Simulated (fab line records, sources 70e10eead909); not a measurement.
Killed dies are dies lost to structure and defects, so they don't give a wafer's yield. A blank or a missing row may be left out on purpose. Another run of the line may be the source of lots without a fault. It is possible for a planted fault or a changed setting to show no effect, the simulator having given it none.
Matching of chambers    flow nand harc    cmp-03 running NHARC_A_BONDPAD_CMP_19: 4 sister chambers
The step polishes, t overpolish 30 s, cu recess touch 16 s, target thk 169.82 nm. 14 wafers are shown with their chamber, then 7 later ones without.

WAFERS, EACH WITH ITS CHAMBER
wafer   chamber  motor current A (A)  overpolish run s (s)  slurry flow ml min
L593.1  2        9.8                  30.003                150.2
L593.5  0        11.2                 29.994                149.9
L593.6  1        12.2                 29.995                149.7
L594.1  0        10.7                 30.008                150.2
L594.2  3        12.0                 29.988                149.5
L594.6  3        11.5                 29.984                150.4
L599.3  1        11.3                 29.994                150.3
L599.4  3        11.8                 30.000                150.2
L599.5  2        9.8                  30.000                149.5
L598.2  3        11.4                 29.989                150.7
L598.4  0        11.3                 30.004                149.2
L598.6  3        11.3                 29.994                149.6
L612.1  1        11.8                 29.978                150.1
L612.3  0        11.8                 30.002                150.0

SIGNATURES (means of the wafers above)
reading             chamber 0  chamber 1  chamber 2  chamber 3  scatter within a chamber
motor current A     11.250     11.767     9.800      11.600     0.368
overpolish run s    30.00200   29.98900   30.00150   29.99100   0.00665
slurry flow ml min  149.825    150.033    149.850    150.080    0.455
Rule: for a wafer and a chamber, the distance is found by dividing, reading by reading, the gap between the wafer's reading and the chamber's mean by the reading's scatter, squaring, summing and taking the root. If the next closest chamber is less than 2 further off than the closest, the wafer can't be placed; otherwise it belongs to the closest. The scatter is the square root of a quotient: the sum, over the shown wafers, of each reading's squared deviation from its chamber's mean, divided by wafers minus chambers.

WAFERS WITH NO CHAMBER GIVEN
wafer   motor current A (A)  overpolish run s (s)  slurry flow ml min
L612.6  9.5                  30.000                150.8
L613.1  11.3                 30.011                150.2
L613.4  11.6                 29.995                149.8
L613.5  11.1                 30.001                149.7
L616.1  11.5                 30.006                150.2
L616.3  11.0                 30.012                150.3
L616.5  11.0                 29.990                150.4

CHAMBER TAKEN BY EACH
wafer   from the rows above           in truth
L612.6  2                             2
L613.1  can't be placed: 0 or 3 or 1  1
L613.4  can't be placed: 3 or 1 or 0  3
L613.5  can't be placed: 0 or 3       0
L616.1  can't be placed: 0 or 3 or 1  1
L616.3  can't be placed: 0 or 3 or 2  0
L616.5  can't be placed: 3 or 1 or 0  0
Correctly placed: 1 of 7. Cannot be placed on the basis of these rows: 6; the candidates contain the true chamber in 6. 0 placed wrongly.
